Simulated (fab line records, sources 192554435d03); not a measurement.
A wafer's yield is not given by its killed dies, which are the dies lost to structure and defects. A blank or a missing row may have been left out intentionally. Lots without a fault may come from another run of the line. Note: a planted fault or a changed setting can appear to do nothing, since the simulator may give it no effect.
Comparing a struck lot with a sound one -- flow n5 finfet -- 15 out of 1938 route steps
Sound: wafers L323.3, L323.5, L323.6. Struck: wafer L333.2. (L333.1, L333.3 of the same lot were not struck and are left out.) The cause comes at the end.
Order at every step that has rows: each side's tool, ch and its chambers, its first start. Under that, the readings that differ: sound wafers -- struck wafers -- difference of the means -- sigmas: that difference in standard deviations of wafers without a fault.
alike: readings whose means differ by less than 2 such deviations, and words and numbers that are the same on both sides. not compared: withheld readings, readings that some wafer has no value for, bounds like >300 that may hide the same value, and numbers for which the record gives no deviation and whose values overlap.
A row with sigmas, a row that says differs or no value, or rows on one side alone: a step with any of these is where the two part. When numbers do not overlap yet have no deviation, they are printed without sigmas and do not part them. Lack of a reading on every wafer of one side parts them only where that side has two or more wafers.

first, 1 step without rows for these wafers: N5_BEOL_M6_ALD_77 (deposits TaN, target thk 2 nm, pulse time 2 s, purge time 3 s).
N5_BEOL_M6_SURFACE_TREAT_79:
  struck on pvd sputter-03, day 12 17:26; sound on pvd sputter-03, day 10 04:47
  not compared: throttle valve pct
then, 1 step without rows for these wafers: N5_BEOL_M6_CVD_78 (deposits Co from CCTBA/H2, target thk 2 nm, time 142.3 s).
N5_BEOL_M6_SPUTTER_48: material Cu, target thk 10 nm, time 1.667 s.
  struck on pvd sputter-01, day 12 17:38; sound on pvd sputter-01, day 10 05:06
  alike: bias v, chuck gas flow sccm, throttle valve pct
then, 1 step without rows for these wafers: N5_BEOL_M6_ECD_50 (material Cu, target thk 300 nm).
N5_BEOL_M6_ANNEAL_51: time 90 s.
  sound on rtp anneal-02 ch 0, day 10 05:33; struck on rtp anneal-01 ch 0, day 12 18:01
  alike: wafer_temp_C_max
then, 1 step without rows for these wafers: N5_BEOL_M6_CMP_52 (polishes, stops on SiCOH lowk, t overpolish 6.9 s, target thk 80 nm).
N5_BEOL_M6_THK_MEAS_53: measures by xrf.
  struck on film metro-02, day 12 18:36; sound on film metro-02, day 10 06:04
  alike: M6_THK
then, 1 step without rows for these wafers: N5_BEOL_M6_PRE_CLEAN_55 (time 15 s).
N5_BEOL_M6_DEP_56: deposits SiCN from 3MS/NH3, target thk 10 nm, time 17.5 s.
  sound on pecvd-03 ch 0,1, day 10 06:08; struck on pecvd-04 ch 0, day 12 18:40
  alike: showerhead plenum p Torr, throttle valve pct
N5_BEOL_M6_RS_MEAS_57: a four-point-probe measurement.
  struck on film metro-02, day 12 18:44; sound on film metro-02, day 10 06:12
  alike: M6_RS
N5_BEOL_M6_INSPECT_58: inspects for defects (darkfield).
  struck on defect inspect-01, day 12 18:46; sound on defect inspect-02, day 10 06:13
  alike: raw defect count
N5_BEOL_M7_ILD_DEP_00: deposits SiCOH lowk from DEMS/porogen, target thk 179.75 nm, time 33.4 s.
  sound on pecvd-02 ch 0,1,2, day 10 06:16; struck on pecvd-02 ch 1, day 12 18:47
reading,sound,struck,difference,sigmas
susceptor temp C (C),299.84 299.86 299.76,297.56,-2.26,-12
  alike: heater power w, showerhead plenum p Torr, throttle valve pct
N5_BEOL_M7_CURE_74: cures SiCOH lowk, time 240 s.
  sound on uv cure-02 ch 2, day 10 06:29; struck on uv cure-02 ch 2, day 12 18:52
  alike: lamp power pct, wafer_temp_C_max
-- the record jumps here: 4 days lie between the struck wafers' starts before and after (it left off in module BEOL_M7 and takes up again in module PASSIVATION, whose first step shown is number 1936 of the route) --
N5_PASSIVATION_PROBE_49:
  struck on prober-02, day 16 08:26; sound on prober-02, day 13 18:27
  alike: defect limited yield, killed_at_M0_to_M3, killed_at_M4_up, killed at contacts, killed at front end, killed at other, killed dies, killed open, killed short, sort_bin_4_leakage, sort_bin_5_function, sort_bin_6_memory, sort_bin_8_speed, sort n pass, sort yield pct

== WHERE THEY PART ==
N5_BEOL_M7_ILD_DEP_00 only, going by this record. Later steps at which nothing parts them and some readings are alike: N5_BEOL_M7_CURE_74, N5_PASSIVATION_PROBE_49.

WHY: whatever the simulator had introduced
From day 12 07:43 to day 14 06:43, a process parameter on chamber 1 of pecvd-02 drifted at N5_BEOL_M7_ILD_DEP_00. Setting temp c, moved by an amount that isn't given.
